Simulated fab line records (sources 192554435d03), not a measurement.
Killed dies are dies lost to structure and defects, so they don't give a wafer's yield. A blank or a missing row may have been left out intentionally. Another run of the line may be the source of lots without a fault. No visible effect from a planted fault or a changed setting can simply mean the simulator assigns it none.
fab line records    flow n5-finfet
[record] lots = 5  wafers = 13  last-day = 18
route steps=1938 shown BEOL_M1@782 BEOL_M4@1111 PASSIVATION@1936
lots untouched by any fault: they come from a run of this same line in which no faults occurred
start-h: the number of hours between the record's first day and the start of the first shown wafer of the lot    wait-h: hours elapsed since this lot's preceding step    " unchanged from the row above    L1.1+2: one row covering several wafers at once    - no value, or no start given    * or withheld: withheld    < > ~ a bound
route shown NAME@n: a module of which the file shows steps, and the number in the route of the first    usual: the fault-free wafers' mean and standard deviation    same: alike in all rows    chamber/n: place in a boat    sites: readings site by site    _std_site: standard deviation of those values    _edge_site: mean of outer sites minus mean of inner sites    radius-mm: for every site, how far away it sits from the centre of the wafer    mask NAME#n: copy n    behind: the last tool/chamber to shape the wafer    hold: what put the lot on hold/how long, in hours/how the hold closed    device: which transistor (n, p or np) failed to switch    end of line: tests run on the same wafers once the route is complete    a step given without rows: its recipe and nothing more    killed: count of dies lost to structure and defects at first sort (not the wafer's yield)    map: shows each die of a wafer: x if killed, . if not, _ if none is there
set.NAME: the setting the step ran with; set.NAME@STEP: the setting that earlier step ran with    model.NAME: the simulator's own value behind a step, which no gauge read
lots at selected steps of the route; one table per step, one row per wafer
services: from which hour (start-h, from the record's first day; less than 0 if before it) a tool's chamber was out of use, for how many hours, and why
[[steps]]
[step N5_BEOL_M1_SOFTBAKE_23]
[recipe] temp-c = 110  time-s = 60  resist = CAR-EUV
[step N5_BEOL_M1_EXPOSE_25]
[recipe] mask-id = V0  na = 0.33  source-shape = quasar  sigma-inner = 0.2  sigma-outer = 0.8  polarization = unpolarized  defocus-nm = 5  target-cd-nm = 24  dose-mj = 63
[step N5_BEOL_M1_PEB_26]
[recipe] peb-temp-c = 100  peb-time-s = 60  resist = CAR-EUV
[step N5_BEOL_M1_DEVELOP_27]
[recipe] develop-time-s = 30  developer = TMAH  resist = CAR-EUV  rinse-liquid = surfactant-rinse  dry = air-spin  dev-temp-c = 23
[step N5_BEOL_M1_DESCUM_33]
[recipe] chemistry = O2  time-s = 7  source-power-w = 50  bias-power-w = 20  pressure-mtorr = 20  rf-frequency-hz = 2.712e+07  temp-c = 40  resist = CAR-EUV  o2-flow-sccm = 225
[step N5_BEOL_M1_ETCH_77]
[recipe] chemistry = N2/H2  target = underlayer  target-depth-a = 65  mask-material = CAR-EUV  time-s = 5.2  ion-energy-ev = 200  pressure-mtorr = 30  source-w = 840  bias-w = 150  n2-flow-sccm = 200  h2-flow-sccm = 200  ends = cleared
[step N5_BEOL_M1_ETCH_69]
[recipe] chemistry = CF4  target = SiARC  target-depth-a = 156  mask-material = CAR-EUV  time-s = 26  ion-energy-ev = 80  pressure-mtorr = 40  source-w = 545  bias-w = 36  Ar_flow_sccm = 100  cf4-flow-sccm = 100  ends = cleared
[step N5_BEOL_M1_ALD_98]
[recipe] material = SiO2  target-thk-a = 25  temp-c = 100  ald-precursor-family = BDEAS  ald-co-reactant = O2-plasma  pulse-time-s = 1  co-reactant-pulse-time-s = 1  purge-time-s = 2  co-reactant-purge-time-s = 2  ald-cycles = 17  pressure-torr = 2
[step N5_BEOL_M1_ETCHBACK_99]
[recipe] chemistry = CHF3  target = SiO2  target-depth-a = 50  time-s = 10.4  source-w = 215  bias-w = 47  Ar_flow_sccm = 200  CHF3_flow_sccm = 12  ion-energy-ev = 100  pressure-mtorr = 30
[step N5_BEOL_M1_ETCH_70]
[recipe] chemistry = N2/H2  target = SOC  target-depth-a = 800  overetch-a = 160  mask-material = SiARC  temp-c = 40  time-s = 120  ion-energy-ev = 200  pressure-mtorr = 30  source-w = 840  bias-w = 150  n2-flow-sccm = 200  h2-flow-sccm = 200
[usual] drypump-motor-current-A = 5.8/0.35  oes-product-au = 0.63/0.063  rf-fwd-power-W = 834.8/2.7  rf-vpp-V = 523.7/2.4  showerhead-plenum-p-Torr = 2.54/0.083  throttle-valve-pct = 17.80/0.17
lot.wafer  tool         chamber  start-h  wait-h  drypump-motor-current-A  oes-product-au  rf-fwd-power-W  rf-hours-counter-h  rf-vpp-V  showerhead-plenum-p-Torr  throttle-valve-pct  model.SiARC_of_BEOL_M1_COAT_68.thk-nm
L510.1     rie-diel-01  2        135.83   0.0     5.7                      0.64            839.4           60                  526.8     2.58                      18.00               6.4
L510.3     "            3        "        "       6.1                      0.72            836.3           13                  525.8     2.61                      17.60               6.2
L510.6     "            3        "        "       6.1                      0.72            836.3           -                   525.9     2.61                      17.60               6.4
L511.1     rie-diel-06  3        154.90   0.0     5.8                      0.53            835.8           224                 519.9     2.41                      17.71               6.4
L511.2     "            2        "        "       5.5                      0.62            830.3           99                  523.9     2.57                      17.65               6.4
L511.3     "            1        "        "       6.3                      0.75            833.8           3                   523.6     2.50                      17.79               6.4
L514.2     rie-diel-01  1        174.61   0.0     5.6                      0.55            836.0           234                 519.8     2.41                      18.20               6.6
L514.5     "            3        "        "       6.1                      0.70            832.7           -                   526.1     2.60                      17.61               2.4
L515.1     rie-diel-01  3        177.82   0.0     6.1                      0.68            831.8           27                  526.4     2.60                      17.65               6.4
L515.2     "            2        "        "       5.7                      0.63            837.0           70                  526.8     2.58                      18.03               6.4
L515.6     "            3        "        "       6.1                      0.69            833.6           -                   525.3     2.60                      17.63               2.2
L518.5     rie-diel-01  2        191.92   0.0     5.7                      0.62            835.8           -                   524.1     2.58                      18.04               2.2
L518.6     "            1        "        "       5.6                      0.55            834.0           -                   521.0     2.40                      18.20               2.4
[step N5_BEOL_M1_STRIP_71]
[recipe] chemistry = N2/H2  temp-c = 40  n2-flow-sccm = 200  h2-flow-sccm = 200  rf-frequency-hz = 6e+07
[step N5_BEOL_M1_STRIP_78]
[recipe] chemistry = N2/H2  temp-c = 40  n2-flow-sccm = 200  h2-flow-sccm = 200  rf-frequency-hz = 6e+07
[step N5_BEOL_M1_VIA_ETCH_34]
[recipe] chemistry = C4F6/O2  target-depth-a = 678  mask-material = SOC  pressure-mtorr = 15  ion-energy-ev = 250  taper-deg = 4  time-s = 64.4  source-w = 350  bias-w = 170  Ar_flow_sccm = 300  C4F6_flow_sccm = 10  O2_flow_sccm = 10
[usual] drypump-motor-current-A = 5.8/0.35  mfc-ar-sccm = 300.2/0.95  oes_ar_750_au = 0.83/0.083  oes-product-au = 0.83/0.088  rf-fwd-power-W = 346.7/1.2  rf-vpp-V = 661/7.7  showerhead-plenum-p-Torr = 2.84/0.086  throttle-valve-pct = 30.75/0.17
lot.wafer  tool         chamber  start-h  wait-h  drypump-motor-current-A  mfc-ar-sccm  oes_ar_750_au  oes-product-au  rf-fwd-power-W  rf-hours-counter-h  rf-vpp-V  showerhead-plenum-p-Torr  throttle-valve-pct  model.BEOL_M1.cd-nm
L510.1     rie-diel-01  2        135.93   0.0     5.7                      300.0        0.83           0.82            347.9           60                  671       2.88                      30.94               17.8
L510.3     "            3        "        "       6.1                      298.8        0.95           0.94            346.1           13                  655       2.90                      30.56               18
L510.6     "            3        "        "       6.1                      299.6        0.94           0.95            346.2           -                   653       2.90                      30.55               18
L511.1     rie-diel-06  3        155.00   0.0     5.8                      300.0        0.70           0.69            344.7           224                 655       2.70                      30.56               18
L511.2     "            2        "        "       5.5                      299.2        0.81           0.81            345.0           99                  664       2.88                      30.76               18
L511.3     "            1        "        "       6.3                      300.0        0.99           0.98            346.7           3                   651       2.80                      30.82               17.8
L514.2     rie-diel-01  1        174.71   0.0     5.6                      300.4        0.71           0.71            348.4           234                 659       2.69                      30.99               18
L514.5     "            3        "        "       6.1                      299.2        0.91           0.90            346.5           -                   655       2.89                      30.56               20.6
L515.1     rie-diel-01  3        177.92   0.0     6.1                      301.0        0.91           0.91            346.7           27                  652       2.89                      30.58               18.2
L515.2     "            2        "        "       5.7                      300.5        0.81           0.81            347.1           70                  672       2.87                      30.95               17.8
L515.6     "            3        "        "       6.1                      300.4        0.90           0.91            346.2           -                   653       2.89                      30.60               21
L518.5     rie-diel-01  2        192.01   0.0     5.7                      300.5        0.82           0.82            349.5           -                   671       2.87                      30.94               20
L518.6     "            1        "        "       5.6                      300.5        0.71           0.71            346.7           -                   660       2.69                      30.98               20.2
[step N5_BEOL_M1_STRIP_83]
[recipe] chemistry = C4F6/O2  resist = SiARC  rf-frequency-hz = 6e+07
[step N5_BEOL_M1_STRIP_36]
[recipe] chemistry = N2/H2  power-w = 450  temp-c = 40  pressure-mtorr = 20  rf-frequency-hz = 6e+07  overash-fraction = 0.3  bias-power-w = 7  h2-frac = 0.5  n2-flow-sccm = 200  h2-flow-sccm = 200
[step N5_BEOL_M1_TRENCH_ETCH_37]
[recipe] chemistry = C4F6/O2  target-depth-a = 552.07  target = SiOC  time-s = 29  ion-energy-ev = 250  pressure-mtorr = 30  source-w = 355  bias-w = 185  Ar_flow_sccm = 300  C4F6_flow_sccm = 10  O2_flow_sccm = 10
[step N5_BEOL_M1_ETCH_41]
[recipe] chemistry = CH3F/O2  target = SiCN  target-depth-a = 319  taper-deg = 2  time-s = 57.8  ion-energy-ev = 120  mask-material = TiN  pressure-mtorr = 30  source-w = 395  bias-w = 75  Ar_flow_sccm = 150  CH3F_flow_sccm = 30  O2_flow_sccm = 20
[step N5_BEOL_M1_STRIP_97]
[recipe] chemistry = N2/H2  time-s = 10  power-w = 450  temp-c = 40  pressure-mtorr = 20  rf-frequency-hz = 6e+07  bias-power-w = 7  n2-flow-sccm = 200  h2-flow-sccm = 200
[step N5_BEOL_M1_HM_STRIP_39]
[recipe] chemistry = peroxide-tin-strip  material = TiN  target-depth-a = 250  temp-c = 50  time-s = 158
[step N5_BEOL_M1_SRD_40]
[recipe] time-s = 30  temp-c = 23  rinse-liquid = diw  dry = ipa-marangoni
[step N5_BEOL_M1_PRECLEAN_42]
[recipe] chemistry = residue-remover  time-s = 60  temp-c = 40
[step N5_BEOL_M1_SRD_43]
[recipe] time-s = 30  temp-c = 23  rinse-liquid = diw  dry = ipa-marangoni
[step N5_BEOL_M1_DEGAS_44]
[recipe] ambient = vacuum  temp-c = 250  time-s = 60
[step N5_BEOL_M1_PRE_CLEAN_45]
[recipe] gas = H2/He  time-s = 30  temp-c = 250
[step N5_BEOL_M1_ALD_84]
[recipe] material = TaN  target-thk-a = *  temp-c = 275  ald-precursor-family = PDMAT  ald-co-reactant = NH3  pressure-torr = 3  carrier-flow-sccm = 1500  pulse-time-s = 2  purge-time-s = 3  co-reactant-purge-time-s = 2  co-reactant-pulse-time-s = 3  ald-cycles = 30  precursor-vessel-temp-c = 75  precursor-vessel-pressure-torr = 26.25  precursor-vessel-carrier-sccm = 1000
[step N5_BEOL_M1_SURFACE_TREAT_85]
[recipe] gas = Ar  time-s = *  ion-energy-ev = *  ion-current-ma-cm2 = 0.5  pressure-mtorr = *  ar-flow-sccm = 30
[step N5_BEOL_M1_CVD_47]
[recipe] material = Co  target-thk-a = 30  temp-c = withheld  precursor = CCTBA/H2  pressure-torr = 30  time-s = 223.8
[step N5_BEOL_M1_SPUTTER_48]
[recipe] material = Cu  target-thk-a = 45  temp-c = -20  chamber-pressure-pa = 0.07  power-w = withheld  time-s = 8.29
[step N5_BEOL_M1_ANNEAL_49]
[recipe] temp-c = 400  time-s = 240  ambient = vacuum
[step N5_BEOL_M1_SPUTTER_79]
[recipe] material = Cu  target-thk-a = 45  temp-c = -20  chamber-pressure-pa = 0.07  power-w = withheld  time-s = 8.29
[step N5_BEOL_M1_ANNEAL_80]
[recipe] temp-c = 400  time-s = 240  ambient = vacuum
[step N5_BEOL_M1_SPUTTER_81]
[recipe] material = Cu  target-thk-a = 45  temp-c = -20  chamber-pressure-pa = 0.07  power-w = withheld  time-s = 8.29
[step N5_BEOL_M1_ANNEAL_82]
[recipe] temp-c = 400  time-s = 240  ambient = vacuum
[step N5_BEOL_M1_SPUTTER_86]
[recipe] material = Cu  target-thk-a = 45  temp-c = -20  chamber-pressure-pa = 0.07  power-w = withheld  time-s = 8.29
[step N5_BEOL_M1_ANNEAL_87]
[recipe] temp-c = 400  time-s = 240  ambient = vacuum
[step N5_BEOL_M1_SPUTTER_88]
[recipe] material = Cu  target-thk-a = 45  temp-c = -20  chamber-pressure-pa = 0.07  power-w = withheld  time-s = 8.29
[step N5_BEOL_M1_ANNEAL_89]
[recipe] temp-c = 400  time-s = 240  ambient = vacuum
[step N5_BEOL_M4_RC_MEAS_101]
[usual] CHAIN_V0 = 233/9  CHAIN_V0_max_site = 242/10  DIBL_N = 36.3/1.1  DIBL_P = 36.3/1.4  IOFF_N = 0.155/0.019  IOFF_P = 0.211/0.027  ION_N = 672/8.5  ION_P = 462/5.8  SS_N = 71.5/0.56  SS_P = 73.3/0.52  VT_N = 249.9/2.5  VT_P = -249.8/2.8
lot.wafer  tool       chamber  start-h  wait-h  CHAIN_V0[ohm/link]  CHAIN_V0_max_site[ohm/link]  DIBL_N[mV/V]  DIBL_P[mV/V]  IOFF_N[nA/um]  IOFF_P[nA/um]  ION_N[uA/um]  ION_P[uA/um]  SS_N[mV/dec]  SS_P[mV/dec]  VT_N[mV]  VT_P[mV]
L510.1     prober-01  0        210.04   0.0     237                 245                          35.1          36.2          0.143          0.197          664           453           71.6          72.3          253.7     -249.6
L510.3     "          0        "        "       231                 240                          35.3          36.1          0.152          0.196          681           460           72.1          73.4          248.7     -252.2
L510.6     "          0        "        "       230                 239                          38.4          40.2          0.228          0.288          693           467           71.9          74.4          246.0     -245.8
L511.1     prober-01  0        228.39   0.0     244                 249                          36.2          36.4          0.158          0.187          679           458           71.1          73.5          246.5     -251.5
L511.2     "          0        "        "       237                 249                          35.3          35.3          0.145          0.165          671           450           71.6          72.4          248.8     -254.5
L511.3     "          0        "        "       242                 253                          36.3          37.8          0.167          0.203          676           466           72.0          73.7          247.9     -251.5
L514.2     prober-01  0        250.38   0.2     236                 245                          35.4          35.8          0.146          0.193          664           460           70.9          73.0          250.3     -250.5
L514.5     "          0        "        "       198                 203                          34.8          33.5          0.128          0.167          668           461           70.8          72.9          253.6     -251.9
L515.1     prober-01  0        256.89   0.0     218                 226                          34.6          33.0          0.116          0.163          660           453           70.9          72.6          253.1     -254.6
L515.2     "          0        "        "       240                 250                          38.5          37.7          0.177          0.217          671           459           71.1          74.3          247.6     -254.1
L515.6     "          0        "        "       191                 198                          36.9          36.7          0.152          0.209          665           456           71.6          73.0          250.0     -247.1
L518.5     prober-02  0        311.67   0.6     201                 207                          36.5          37.2          0.148          0.181          670           455           71.5          72.3          249.4     -254.8
L518.6     "          0        "        "       201                 208                          36.9          37.3          0.154          0.184          675           455           70.8          73.3          250.4     -252.2
// sites CHAIN_V0 radius-mm=0,75,75,75,75,140,140,140,140
L510.1 245 237 241 241 240 224 224 221 222
L511.1 243 249 245 246 244 237 239 239 248
L514.2 242 245 244 239 232 231 231 236 228
L515.1 226 226 220 215 224 218 215 214 212
L518.5 192 199 205 198 207 196 204 205 201
[step N5_PASSIVATION_PROBE_49]
[usual] defect-limited-yield = 91.4/1.2  killed_at_M0_to_M3 = 34/10  killed_at_M4_up = 14/5.1  killed-at-contacts = 12/6.4  killed-at-front-end = 38/9.3  killed-at-other = 4/3  killed-dies = 102/15  killed-open = 67/12  killed-short = 33/6.9  sort_bin_5_function = 5.0/0.86  sort_bin_6_memory = 3.2/0.58  sort-n-pass = 1078/15  sort-yield-pct = 91.4/1.2
[same] gross-dies = 1180  killed-at-back-side = 0  sort_bin_4_leakage[%] = 0  sort_bin_8_speed[%] = 0
lot.wafer  tool       chamber  start-h  wait-h  defect-limited-yield[%]  killed_at_M0_to_M3  killed_at_M4_up  killed-at-contacts  killed-at-front-end  killed-at-other  killed-dies  killed-open  killed-short  sort_bin_5_function[%]  sort_bin_6_memory[%]  sort-n-pass  sort-yield-pct[%]
L514.5     prober-02  -        349.25   0.2     93.4                     32                  7                5                   31                   3                78           44           21            3.1                     2.6                   1102         93.4
L515.6     prober-01  -        358.56   0.3     90.9                     32                  25               5                   44                   1                107          58           39            4.8                     3.1                   1073         90.9
L518.6     prober-02  -        422.44   0.6     92.1                     31                  13               5                   36                   8                93           53           35            4.2                     2.9                   1087         92.1
// killed by level:class
L514.5 BEOL_M1:area-etch=7 FIN_SAQP:geometric-particle:short=6 STI_FIN_REVEAL:geometric-particle:open=6 BEOL_M1:geometric-particle:open=6 BEOL_M0_SAQP:geometric-particle:open=5 STARTING-WAFER:geometric-particle:open=5 MOL_CONTACT_COAG:geometric-particle:open=4 DUMMY_GATE:geometric-particle:open=3
L515.6 GATE_CUT:geometric-particle:short=10 STI_FIN_REVEAL:geometric-particle:open=8 BEOL_M0_SAQP:geometric-particle:open=8 BEOL_M0_SAQP:geometric-particle:short=6 BEOL_M4:geometric-particle:open=6 BEOL_M5:geometric-particle:open=6 DUMMY_GATE:geometric-particle:open=5 BEOL_M3:geometric-particle:open=5
L518.6 FIN_SAQP:geometric-particle:open=8 BEOL_M4:geometric-particle:open=7 BEOL_M1:geometric-particle:open=6 FIN_SAQP:geometric-particle:short=5 BEOL_M0_SAQP:geometric-particle:short=5 BEOL_M0_SAQP:geometric-particle:open=5 DUMMY_GATE:geometric-particle:open=4 GATE_CUT:geometric-particle:short=4
[[services]]
tool         chamber  start-h  hours  kind
rie-diel-06  1        123.02   -      clean
rie-diel-06  1        123.02   -      consumable-replace:focus-ring
rie-diel-06  1        123.02   17.3   scheduled-down
rie-diel-06  1        123.02   17.3   vent-cycle
rie-diel-01  0        128.42   -      clean
rie-diel-01  0        128.42   -      consumable-replace:focus-ring
rie-diel-01  0        128.42   12.2   scheduled-down
rie-diel-01  0        128.42   12.2   vent-cycle
rie-diel-01  2        154.65   6.9    repair
rie-diel-01  0        189.86   5.1    repair
[[key]]
[first-sign] step = N5_BEOL_M4_RC_MEAS_101  reading = CHAIN_V0  direction = down  sigmas = 4  usual = 233  struck = 198
[effect] step = N5_BEOL_M4_RC_MEAS_101  reading = CHAIN_V0_max_site  direction = down  sigmas = 3.7  usual = 242  struck = 204
[model-effect] step = N5_BEOL_M1_ETCH_70  value = SiARC_of_BEOL_M1_COAT_68.thk-nm  without = 6.4  struck = 2.3
[model-effect] step = N5_BEOL_M1_VIA_ETCH_34  value = BEOL_M1.cd-nm  without = 18.2  struck = 20.45
met-at N5_BEOL_M1_ETCH_70
struck-wafers L514.5,L515.6,L518.5,L518.6
onset-between 135.83 174.61
[fault] kind = process-parameter-drift  tool = rie-diel-01  chamber = -  onset-h = 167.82  steps = N5_BEOL_M1_ETCH_70  channel = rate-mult  offset = 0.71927  shape = step  end-h = 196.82  scope = struck-wafers-only
